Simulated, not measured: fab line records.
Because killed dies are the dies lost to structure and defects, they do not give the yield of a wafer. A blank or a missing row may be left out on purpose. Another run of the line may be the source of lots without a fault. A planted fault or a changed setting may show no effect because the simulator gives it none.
fab line records | flow n5-finfet | part 1 of 2: steps 1 to 4 of 6
record: lots: 22 wafers: 66 last-day: 21
route steps=1938 shown FIN_SAQP@115 FIN_CUT@168
lots that met no fault: taken from a fault-free run of the same line
start-h: the number of hours between the record's first day and the start of the first shown wafer of the lot | wait-h: time in hours since the lot's previous step | " the same as in the row above | L1.1+2: a single row standing in for several wafers | - value missing, or start not given | * or withheld: withheld | < > ~ a bound
route shown NAME@n: a module of which the file shows steps, and the number in the route of the first | usual: the fault-free wafers' mean and standard deviation | same: alike in all rows | chamber/n: place in a boat | sites: per-site readings | _std_site: standard deviation of those values | _edge_site: inner sites' mean taken away from outer sites' mean | radius-mm: how far each site lies from the wafer's centre | mask NAME#n: copy n | behind: tool/chamber where the wafer was last shaped | hold: cause of the lot's hold/its duration in hours/its outcome | device: whichever transistor did not switch (one of n, p or np) | end of line: tests run on the same wafers once the route is complete | a step without rows: its recipe alone | killed: dies that structure and defects cost at the first sort, which is not the same as the wafer's yield | map: a wafer's dies, marking killed ones x, the rest . and places with no die _
set.NAME: setting as actually run; set.NAME@STEP: the setting as run at that earlier step | model.NAME: the simulator's own value behind a step, which no gauge read
route steps across a sampled set of lots; one table per step, one row per wafer
services: a tool's chamber out of use, with start hour (start-h, from the record's first day; less than 0 if before it), hours out, and reason
== steps ==
step: N5_FIN_SAQP_ETCH_51
recipe: chemistry: CF4 target: SiARC target-depth-a: 455 mask-material: CAR-ArF time-s: 75.8 ion-energy-ev: 80 pressure-mtorr: 40 source-w: 545 bias-w: 36 Ar_flow_sccm: 100 cf4-flow-sccm: 100 ends: cleared
usual: drypump-motor-current-A: 5.67/0.2 etch-rf-on-time-s: 77.1/2.7 oes-product-au: 0.66/0.062 rf-vpp-V: 184.3/1.1 showerhead-plenum-p-Torr: 2.16/0.062 throttle-valve-pct: 15.70/0.16
columns lot.wafer tool chamber start-h wait-h drypump-motor-current-A etch-rf-on-time-s oes-product-au rf-hours-counter-h rf-vpp-V showerhead-plenum-p-Torr throttle-valve-pct
L074.1 rie-diel-01 2 21.12 0.0 5.63 80.6 0.66 110 183.6 2.15 15.90
L074.4 " 3 " " 5.86 80.1 0.60 198 184.4 2.14 15.62
L074.6 " 2 " " 5.63 81.5 0.66 - 184.8 2.15 15.88
L075.2 rie-diel-01 3 28.06 0.0 5.84 80.2 0.60 200 181.9 2.14 15.63
L075.3 " 2 " " 5.64 81.0 0.66 112 183.4 2.15 15.89
L075.4 " 1 " " 5.56 73.4 0.80 18 186.4 2.27 15.49
L076.2 rie-diel-04 1 34.47 0.0 5.93 74.9 0.61 223 183.7 2.09 15.73
L076.4 " 3 " " 5.22 79.9 0.64 127 183.8 2.22 15.85
L076.6 " 3 " " 5.25 80.0 0.64 - 184.0 2.22 15.84
L077.2 rie-diel-03 0 39.82 0.0 5.53 72.2 0.64 162 185.0 2.13 15.58
L077.3 " 2 " " 5.96 77.3 0.66 127 185.6 2.23 15.57
L077.5 " 3 " " 5.65 77.5 0.70 - 183.2 2.07 15.49
L078.2 rie-diel-04 3 46.02 0.0 5.24 79.1 0.64 130 185.0 2.22 15.84
L078.4 " 2 " " 5.42 76.9 0.61 199 187.0 2.21 15.67
L078.5 " 0 " " 5.87 74.7 0.60 - 184.0 2.11 16.03
L079.4 rie-diel-01 2 51.88 0.0 5.63 81.7 0.65 118 183.7 2.15 15.91
L079.5 " 1 " " 5.53 74.9 0.78 - 186.4 2.27 15.51
L079.6 " 0 " " 5.78 74.5 0.76 - 183.4 2.10 15.51
L080.2 rie-diel-01 1 57.90 0.0 5.53 75.3 0.78 26 184.4 2.27 15.54
L080.4 " 1 " " 5.55 74.8 0.78 - 186.6 2.27 15.53
L080.5 " 2 " " 5.62 80.7 0.65 - 184.4 2.15 15.92
L081.3 rie-diel-01 2 65.75 0.0 5.64 81.2 0.64 123 183.7 2.15 15.92
L081.5 " 2 " " 5.63 80.8 0.65 - 184.7 2.15 15.92
L081.6 " 3 " " 5.86 80.0 0.59 - 184.4 2.13 15.64
L082.3 rie-diel-01 3 69.71 0.0 5.90 81.2 0.58 213 183.0 2.13 15.66
L082.4 " 1 " " 5.55 76.0 0.76 30 186.1 2.26 15.53
L082.6 " 1 " " 5.55 75.5 0.77 - 186.8 2.26 15.54
L083.2 rie-diel-04 3 75.49 0.0 5.23 78.1 0.64 135 184.7 2.22 15.87
L083.3 " 2 " " 5.39 77.3 0.60 204 184.4 2.21 15.69
L083.6 " 0 " " 5.85 73.1 0.60 - 183.7 2.11 16.03
L084.1 rie-diel-01 1 82.44 0.0 5.55 75.8 0.75 35 186.8 2.26 15.54
L084.4 " 3 " " 5.87 81.5 0.59 216 183.6 2.13 15.66
L084.5 " 3 " " 5.86 80.5 0.59 - 183.7 2.13 15.66
L085.2 rie-diel-04 0 88.07 0.0 5.87 73.9 0.60 241 183.6 2.11 16.04
L085.3 " 3 " " 5.22 79.5 0.64 137 185.0 2.22 15.86
L085.4 " 1 " " 5.91 73.7 0.61 234 183.4 2.09 15.74
L086.2 rie-diel-01 3 94.83 0.0 5.88 79.4 0.59 219 183.9 2.13 15.65
L086.3 " 1 " " 5.55 75.6 0.76 39 185.4 2.26 15.56
L086.4 " 2 " " 5.63 81.1 0.64 133 183.5 2.15 15.93
L087.1 rie-diel-01 3 99.14 0.0 5.86 79.6 0.59 221 183.9 2.13 15.68
L087.2 " 1 " " 5.54 76.8 0.74 40 185.4 2.26 15.57
L087.6 " 3 " " 5.83 80.3 0.59 - 184.8 2.13 15.66
L088.2 rie-diel-03 2 105.25 0.0 6.01 78.3 0.64 148 184.1 2.22 15.61
L088.5 " 0 " " 5.53 72.1 0.64 - 183.6 2.12 15.62
L088.6 " 2 " " 6.00 78.3 0.64 - 184.5 2.22 15.59
L089.1 rie-diel-03 0 111.55 0.0 5.50 72.1 0.63 179 184.1 2.12 15.62
L089.2 " 1 " " 5.78 74.9 0.71 88 183.4 2.07 15.64
L089.4 " 2 " " 5.93 77.7 0.64 150 183.2 2.22 15.63
L090.3 rie-diel-04 1 117.86 0.0 5.91 74.1 0.60 241 183.9 2.09 15.75
L090.4 " 3 " " 5.23 78.4 0.65 143 187.3 2.21 15.88
L090.6 " 3 " " 5.24 78.5 0.64 - 184.4 2.21 15.88
L092.2 rie-diel-01 0 130.54 0.0 5.72 74.0 0.74 69 184.0 2.09 15.53
L092.3 " 2 " " 5.65 80.3 0.63 141 183.8 2.14 15.94
L092.5 " 3 " " 5.85 79.8 0.58 - 182.6 2.13 15.67
L094.2 rie-diel-04 2 142.69 0.0 5.41 77.3 0.59 221 185.6 2.20 15.71
L094.3 " 3 " " 5.23 78.8 0.63 150 185.0 2.21 15.90
L094.4 " 1 " " 5.93 73.5 0.61 - 182.5 2.08 15.78
L095.1 rie-diel-03 2 148.43 0.0 5.94 77.9 0.63 157 184.2 2.22 15.63
L095.2 " 0 " " 5.52 74.4 0.61 188 183.8 2.12 15.64
L095.6 " 2 " " 6.01 78.6 0.63 - 185.9 2.22 15.64
L096.1 rie-diel-03 2 153.31 0.0 5.99 77.9 0.63 158 184.6 2.22 15.63
L096.2 " 0 " " 5.53 74.3 0.61 189 183.5 2.12 15.62
L096.5 " 0 " " 5.53 74.2 0.62 - 183.4 2.12 15.62
L097.4 rie-diel-01 1 160.06 0.0 5.54 76.4 0.72 58 184.4 2.25 15.58
L097.5 " 1 " " 5.55 75.8 0.73 - 186.7 2.25 15.60
L097.6 " 2 " " 5.63 79.8 0.63 - 184.0 2.14 15.98
step: N5_FIN_SAQP_ETCH_52
recipe: chemistry: N2/H2 target: SOC target-depth-a: 1000 overetch-a: 200 mask-material: SiARC temp-c: 40 time-s: 150 ion-energy-ev: 200 pressure-mtorr: 30 source-w: 840 bias-w: 150 n2-flow-sccm: 200 h2-flow-sccm: 200 ends: end-point
usual: drypump-motor-current-A: 5.68/0.2 oes-product-au: 0.70/0.059 rf-vpp-V: 524.5/2.4 showerhead-plenum-p-Torr: 2.56/0.083 throttle-valve-pct: 17.95/0.22
columns lot.wafer tool chamber start-h wait-h drypump-motor-current-A oes-product-au rf-hours-counter-h rf-vpp-V showerhead-plenum-p-Torr throttle-valve-pct
L074.1 rie-diel-01 2 21.17 0.0 5.65 0.73 110 525.0 2.57 18.24
L074.4 " 3 " " 5.89 0.65 198 522.5 2.53 17.81
L074.6 " 2 " " 5.64 0.72 - 523.4 2.57 18.25
L075.2 rie-diel-01 3 28.11 0.0 5.84 0.65 200 522.4 2.52 17.80
L075.3 " 2 " " 5.64 0.72 112 523.5 2.57 18.25
L075.4 " 1 " " 5.58 0.81 18 527.9 2.70 17.78
L076.2 rie-diel-04 1 34.52 0.0 5.93 0.63 223 522.5 2.52 18.12
L076.4 " 3 " " 5.22 0.69 127 528.9 2.66 18.17
L076.6 " 3 " " 5.24 0.69 - 528.7 2.66 18.17
L077.2 rie-diel-03 0 39.88 0.0 5.53 0.65 162 524.2 2.51 17.69
L077.3 " 2 " " 5.95 0.70 127 526.6 2.66 17.76
L077.5 " 3 " " 5.65 0.75 - 521.5 2.43 17.51
L078.2 rie-diel-04 3 46.08 0.0 5.24 0.69 130 526.9 2.66 18.17
L078.4 " 2 " " 5.40 0.64 199 527.3 2.65 17.99
L078.5 " 0 " " 5.87 0.63 - 524.7 2.49 18.10
L079.4 rie-diel-01 2 51.93 0.0 5.65 0.71 118 525.3 2.57 18.26
L079.5 " 1 " " 5.56 0.81 - 527.4 2.70 17.82
L079.6 " 0 " " 5.75 0.78 - 521.0 2.48 17.69
L080.2 rie-diel-01 1 57.96 0.0 5.56 0.80 26 529.1 2.70 17.82
L080.4 " 1 " " 5.54 0.81 - 530.0 2.70 17.81
L080.5 " 2 " " 5.64 0.71 - 525.4 2.57 18.26
L081.3 rie-diel-01 2 65.81 0.0 5.64 0.69 123 523.9 2.56 18.26
L081.5 " 2 " " 5.65 0.70 - 524.8 2.56 18.25
L081.6 " 3 " " 5.86 0.64 - 521.9 2.52 17.82
L082.3 rie-diel-01 3 69.77 0.0 5.88 0.64 213 524.9 2.52 17.81
L082.4 " 1 " " 5.53 0.80 31 528.0 2.70 17.83
L082.6 " 1 " " 5.55 0.80 - 527.7 2.70 17.82
L083.2 rie-diel-04 3 75.54 0.0 5.25 0.69 135 526.4 2.66 18.16
L083.3 " 2 " " 5.40 0.64 204 525.3 2.65 18.00
L083.6 " 0 " " 5.85 0.63 - 522.6 2.49 18.10
L084.1 rie-diel-01 1 82.50 0.0 5.56 0.79 35 529.1 2.69 17.84
L084.4 " 3 " " 5.86 0.64 216 523.2 2.52 17.82
L084.5 " 3 " " 5.89 0.64 - 522.9 2.52 17.83
L085.2 rie-diel-04 0 88.13 0.0 5.85 0.63 241 522.9 2.49 18.09
L085.3 " 3 " " 5.24 0.69 137 528.0 2.66 18.19
L085.4 " 1 " " 5.94 0.62 234 523.6 2.51 18.14
L086.2 rie-diel-01 3 94.88 0.0 5.82 0.63 220 522.6 2.52 17.84
L086.3 " 1 " " 5.56 0.79 39 529.4 2.69 17.84
L086.4 " 2 " " 5.66 0.70 133 523.9 2.56 18.30
L087.1 rie-diel-01 3 99.20 0.0 5.85 0.63 221 522.8 2.52 17.85
L087.2 " 1 " " 5.53 0.78 40 527.9 2.69 17.83
L087.6 " 3 " " 5.85 0.63 - 523.7 2.52 17.85
L088.2 rie-diel-03 2 105.31 0.0 5.98 0.69 148 528.4 2.65 17.79
L088.5 " 0 " " 5.54 0.65 - 523.2 2.51 17.70
L088.6 " 2 " " 5.98 0.69 - 527.2 2.65 17.81
L089.1 rie-diel-03 0 111.61 0.0 5.53 0.65 179 524.4 2.51 17.70
L089.2 " 1 " " 5.78 0.73 88 520.4 2.45 17.88
L089.4 " 2 " " 5.98 0.68 150 527.2 2.65 17.81
L090.3 rie-diel-04 1 117.91 0.0 5.91 0.62 241 522.1 2.51 18.16
L090.4 " 3 " " 5.24 0.69 143 527.6 2.66 18.21
L090.6 " 3 " " 5.25 0.69 - 526.1 2.66 18.19
L092.2 rie-diel-01 0 130.60 0.0 5.76 0.76 69 520.2 2.47 17.72
L092.3 " 2 " " 5.63 0.69 141 522.3 2.56 18.32
L092.5 " 3 " " 5.87 0.63 - 523.2 2.51 17.86
L094.2 rie-diel-04 2 142.75 0.0 5.40 0.63 221 527.3 2.64 18.03
L094.3 " 3 " " 5.24 0.68 150 527.6 2.65 18.20
L094.4 " 1 " " 5.88 0.62 - 523.2 2.51 18.18
L095.1 rie-diel-03 2 148.49 0.0 5.95 0.67 157 526.6 2.64 17.82
L095.2 " 0 " " 5.52 0.64 188 522.7 2.50 17.72
L095.6 " 2 " " 5.99 0.68 - 525.6 2.64 17.82
L096.1 rie-diel-03 2 153.36 0.0 6.02 0.68 158 527.5 2.64 17.82
L096.2 " 0 " " 5.53 0.64 189 523.2 2.50 17.72
L096.5 " 0 " " 5.53 0.64 - 523.4 2.50 17.73
L097.4 rie-diel-01 1 160.11 0.0 5.52 0.76 58 527.7 2.68 17.86
L097.5 " 1 " " 5.53 0.76 - 527.8 2.68 17.87
L097.6 " 2 " " 5.66 0.69 - 523.6 2.55 18.32
step: N5_FIN_SAQP_RECESS_75
recipe: chemistry: HF/NH3 target: SiO2 target-depth-a: 144 afs-cycles: 3 temp-c: 30 sublimation-temp-c: 180 sublimation-time-s: 60
usual: drypump-motor-current-A: 5.6/0.72
columns lot.wafer tool chamber start-h wait-h drypump-motor-current-A
L074.1 vapor-etch-02 1 21.79 0.0 5.0
L074.4 " 0 " " 6.0
L074.6 " 0 " " 6.0
L075.2 vapor-etch-01 0 28.75 0.0 4.9
L075.3 " 0 " " 4.8
L075.4 " 1 " " 6.5
L076.2 vapor-etch-01 1 35.13 0.0 6.5
L076.4 " 1 " " 6.5
L076.6 " 1 " " 6.5
L077.2 vapor-etch-02 1 40.49 0.0 5.0
L077.3 " 0 " " 6.0
L077.5 " 0 " " 6.0
L078.2 vapor-etch-01 0 46.69 0.0 4.9
L078.4 " 0 " " 4.9
L078.5 " 0 " " 4.9
L079.4 vapor-etch-01 0 52.67 0.1 4.9
L079.5 " 0 " " 4.8
L079.6 " 1 " " 6.4
L080.2 vapor-etch-01 1 58.57 0.0 6.4
L080.4 " 1 " " 6.5
L080.5 " 0 " " 4.9
L081.3 vapor-etch-02 0 66.54 0.1 6.0
L081.5 " 1 " " 5.0
L081.6 " 0 " " 6.0
L082.3 vapor-etch-01 0 70.50 0.1 4.8
L082.4 " 1 " " 6.5
L082.6 " 1 " " 6.5
L083.2 vapor-etch-01 0 76.17 0.0 4.9
L083.3 " 0 " " 4.9
L083.6 " 0 " " 4.8
L084.1 vapor-etch-02 1 83.11 0.0 5.0
L084.4 " 1 " " 5.0
L084.5 " 1 " " 5.0
L085.2 vapor-etch-02 0 88.75 0.0 6.0
L085.3 " 0 " " 6.0
L085.4 " 1 " " 5.0
L086.2 vapor-etch-02 1 95.50 0.0 5.0
L086.3 " 0 " " 6.0
L086.4 " 1 " " 5.0
L087.1 vapor-etch-01 1 99.81 0.0 6.5
L087.2 " 0 " " 4.9
L087.6 " 0 " " 4.8
L088.2 vapor-etch-01 0 105.92 0.0 4.8
L088.5 " 0 " " 4.9
L088.6 " 1 " " 6.4
L089.1 vapor-etch-01 0 112.22 0.0 4.9
L089.2 " 1 " " 6.4
L089.4 " 0 " " 4.9
L090.3 vapor-etch-01 1 118.65 0.1 6.4
L090.4 " 0 " " 4.8
L090.6 " 0 " " 4.8
L092.2 vapor-etch-01 0 131.21 0.0 4.9
L092.3 " 1 " " 6.4
L092.5 " 1 " " 6.4
L094.2 vapor-etch-01 0 143.36 0.0 4.9
L094.3 " 1 " " 6.5
L094.4 " 0 " " 4.9
L095.1 vapor-etch-01 1 149.10 0.0 6.5
L095.2 " 0 " " 4.9
L095.6 " 0 " " 4.8
L096.1 vapor-etch-02 0 153.98 0.0 6.0
L096.2 " 1 " " 5.0
L096.5 " 0 " " 6.0
L097.4 vapor-etch-01 0 161.13 0.1 4.8
L097.5 " 0 " " 4.9
L097.6 " 1 " " 6.5
step: N5_FIN_SAQP_HM_OPEN_33
recipe: chemistry: CH3F/O2 target: SiNx mask-material: SiO2 target-depth-a: 494 time-s: 70.6 pressure-mtorr: 30 source-w: 395 bias-w: 73 Ar_flow_sccm: 150 CH3F_flow_sccm: 30 O2_flow_sccm: 20 ion-energy-ev: 120 ends: cleared
usual: drypump-motor-current-A: 5.65/0.22 etch-rf-on-time-s: 69.8/2 oes-product-au: 0.65/0.053 rf-vpp-V: 299/10 showerhead-plenum-p-Torr: 2.00/0.06 throttle-valve-pct: 16.43/0.16
columns lot.wafer tool chamber start-h wait-h drypump-motor-current-A etch-rf-on-time-s oes-product-au rf-hours-counter-h rf-vpp-V showerhead-plenum-p-Torr throttle-valve-pct
L074.1 rie-diel-04 1 24.70 0.0 5.93 68.3 0.60 221 302 1.95 16.41
L074.4 " 3 " " 5.22 72.6 0.66 125 304 2.07 16.53
L074.6 " 2 " " 5.41 68.3 0.61 - 304 2.07 16.36
L075.2 rie-diel-04 2 32.50 0.0 5.42 67.9 0.62 195 303 2.07 16.37
L075.3 " 3 " " 5.24 71.8 0.66 126 306 2.07 16.53
L075.4 " 1 " " 5.88 69.9 0.61 222 302 1.95 16.43
L076.2 rie-diel-01 3 38.36 0.0 5.86 72.0 0.60 202 308 1.97 16.22
L076.4 " 2 " " 5.65 72.0 0.67 114 309 2.02 16.67
L076.6 " 2 " " 5.66 71.5 0.67 - 311 2.02 16.67
L077.2 rie-diel-03 0 43.54 0.0 5.52 66.4 0.63 163 286 1.99 16.34
L077.3 " 1 " " 5.79 68.0 0.73 66 285 1.95 16.44
L077.5 " 3 " " 5.62 69.9 0.70 - 291 1.94 16.24
L078.2 rie-diel-01 2 49.60 0.0 5.63 71.8 0.67 117 309 2.02 16.69
L078.4 " 3 " " 5.87 71.8 0.60 205 311 1.97 16.23
L078.5 " 3 " " 5.85 71.1 0.60 - 308 1.97 16.22
L079.4 rie-diel-04 1 55.88 0.0 5.87 70.3 0.60 228 302 1.95 16.45
L079.5 " 3 " " 5.23 72.5 0.66 - 304 2.07 16.54
L079.6 " 0 " " 5.83 70.5 0.60 - 300 1.97 16.74
L080.2 rie-diel-01 2 64.10 0.0 5.62 71.2 0.66 122 310 2.01 16.68
L080.4 " 2 " " 5.63 72.4 0.66 - 308 2.01 16.69
L080.5 " 3 " " 5.85 73.6 0.59 - 307 1.97 16.24
L081.3 rie-diel-03 3 69.37 0.0 5.67 69.0 0.69 102 291 1.93 16.25
L081.5 " 2 " " 5.97 71.8 0.65 - 297 2.09 16.35
L081.6 " 1 " " 5.77 68.7 0.72 - 283 1.95 16.46
L082.3 rie-diel-04 0 73.34 0.0 5.86 68.8 0.61 239 301 1.97 16.73
L082.4 " 3 " " 5.22 70.7 0.65 135 305 2.07 16.54
L082.6 " 3 " " 5.22 72.7 0.65 - 305 2.07 16.54
L083.2 rie-diel-04 2 79.33 0.0 5.42 67.0 0.61 205 303 2.06 16.37
L083.3 " 0 " " 5.87 66.0 0.60 240 300 1.97 16.75
L083.6 " 3 " " 5.23 68.5 0.65 - 304 2.07 16.54
L084.1 rie-diel-04 0 86.00 0.0 5.87 67.2 0.60 241 299 1.96 16.73
L084.4 " 3 " " 5.23 69.5 0.65 136 306 2.07 16.54
L084.5 " 0 " " 5.90 70.0 0.60 - 301 1.97 16.75
L085.2 rie-diel-01 1 94.13 0.0 5.55 66.1 0.76 38 318 2.12 16.29
L085.3 " 0 " " 5.74 66.1 0.74 62 281 1.95 16.24
L085.4 " 2 " " 5.65 71.2 0.66 133 308 2.01 16.69
L086.2 rie-diel-01 2 100.11 0.0 5.64 72.6 0.65 134 310 2.01 16.70
L086.3 " 3 " " 5.86 72.9 0.60 221 308 1.97 16.26
L086.4 " 1 " " 5.53 67.2 0.76 40 317 2.12 16.30
L087.1 rie-diel-03 0 102.70 0.0 5.54 68.8 0.62 176 287 1.99 16.37
L087.2 " 2 " " 5.95 72.7 0.64 147 298 2.08 16.38
L087.6 " 2 " " 5.96 74.7 0.64 - 298 2.08 16.35
L088.2 rie-diel-03 0 109.05 0.0 5.52 66.5 0.62 178 286 1.99 16.36
L088.5 " 1 " " 5.76 69.4 0.70 - 283 1.95 16.49
L088.6 " 2 " " 5.97 70.4 0.64 - 297 2.08 16.36
L089.1 rie-diel-03 1 115.97 0.2 5.76 67.9 0.70 89 282 1.95 16.48
L089.2 " 0 " " 5.51 66.4 0.62 180 284 1.99 16.37
L089.4 " 3 " " 5.64 72.2 0.68 - 292 1.93 16.26
L090.3 rie-diel-01 2 121.51 0.0 5.63 70.7 0.64 138 310 2.01 16.72
L090.4 " 1 " " 5.55 68.8 0.75 43 317 2.11 16.30
L090.6 " 3 " " 5.87 72.8 0.60 - 307 1.96 16.24
L092.2 rie-diel-04 1 134.22 0.0 5.91 67.5 0.60 245 303 1.94 16.46
L092.3 " 3 " " 5.24 70.4 0.65 147 304 2.06 16.57
L092.5 " 3 " " 5.24 72.8 0.65 - 305 2.06 16.57
L094.2 rie-diel-04 3 146.28 0.0 5.24 71.3 0.64 153 305 2.06 16.58
L094.3 " 1 " " 5.84 68.1 0.59 251 303 1.94 16.47
L094.4 " 2 " " 5.43 71.9 0.59 - 302 2.06 16.42
L095.1 rie-diel-03 2 152.04 0.0 5.95 69.3 0.64 158 299 2.08 16.39
L095.2 " 1 " " 5.79 68.8 0.69 98 284 1.94 16.48
L095.6 " 0 " " 5.54 72.1 0.60 - 287 1.98 16.39
L096.1 rie-diel-03 2 158.09 0.0 5.96 72.3 0.64 160 297 2.08 16.40
L096.2 " 3 " " 5.65 69.8 0.68 116 290 1.93 16.30
L096.5 " 0 " " 5.54 68.6 0.61 - 285 1.98 16.40
L097.4 rie-diel-03 0 164.11 0.1 5.51 72.3 0.60 194 286 1.98 16.39
L097.5 " 1 " " 5.76 71.1 0.69 - 282 1.94 16.50
L097.6 " 0 " " 5.52 70.2 0.60 - 286 1.98 16.39
